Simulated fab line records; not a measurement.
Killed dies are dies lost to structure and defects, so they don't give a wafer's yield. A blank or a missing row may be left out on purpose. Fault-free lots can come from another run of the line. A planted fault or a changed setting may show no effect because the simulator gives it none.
Which tool was responsible? / flow n5 finfet / 7 lots, 21 wafers sampled, at 2 steps of a route of 1938

== WHAT EACH GAUGE READ, for each wafer ==
N5_BEOL_M11_THK_MEAS_01.
lot=L273; measured=day 10 16:12; on=film metro-02; M11_ILD_THK (nm)=270 270 273
lot=L278; measured=day 11 22:34; on=film metro-01; M11_ILD_THK (nm)=269 276 271
lot=L287; measured=day 14 01:08; on=film metro-02; M11_ILD_THK (nm)=269 271 269
lot=L285; measured=day 14 04:44; on=film metro-02; M11_ILD_THK (nm)=264 273 270
lot=L290; measured=day 15 04:05; on=film metro-01; M11_ILD_THK (nm)=268 273 268
lot=L293; measured=day 15 22:30; on=film metro-02; M11_ILD_THK (nm)=272 272 274
lot=L289; measured=day 16 19:00; on=film metro-02; M11_ILD_THK (nm)=263 266 271

== WHAT TOOL EACH LOT RAN ON (gives the tool, then ch and the chambers of the sampled wafers, and finally the start) ==
lot=L273; N5_BEOL_M10_PRE_CLEAN_45=pvd sputter-02, day 10 13:10
lot=L278; N5_BEOL_M10_PRE_CLEAN_45=pvd sputter-03, day 11 18:37
lot=L287; N5_BEOL_M10_PRE_CLEAN_45=pvd sputter-01, day 13 22:14
lot=L285; N5_BEOL_M10_PRE_CLEAN_45=pvd sputter-01, day 14 02:05
lot=L290; N5_BEOL_M10_PRE_CLEAN_45=pvd sputter-01, day 14 22:53
lot=L293; N5_BEOL_M10_PRE_CLEAN_45=pvd sputter-02, day 15 19:43
lot=L289; N5_BEOL_M10_PRE_CLEAN_45=pvd sputter-03, day 16 16:32
- N5_BEOL_M10_PRE_CLEAN_45: time 30 s.

== THE ANSWER, worked out from the rows above alone ==
Rule: the lots themselves supply what counts as usual. Put in order of their means at a reading, lots are off if they are a third of the lots or fewer, leave a main group of 4 or more, and stand apart from it by a gap of 3 or more times the standard deviation of the main group's means; of several such gaps the widest counts. A main group whose means are all the same, to the digits that the tables above print for the reading, isn't used. A lot without any number at a reading at which 4 lots or more have one is off too. Any other lot the step has rows for is counted as sound.
Nothing can be told from this: no lot is off at any reading shown.

== WHAT WAS PUT IN BY THE SIMULATOR ==
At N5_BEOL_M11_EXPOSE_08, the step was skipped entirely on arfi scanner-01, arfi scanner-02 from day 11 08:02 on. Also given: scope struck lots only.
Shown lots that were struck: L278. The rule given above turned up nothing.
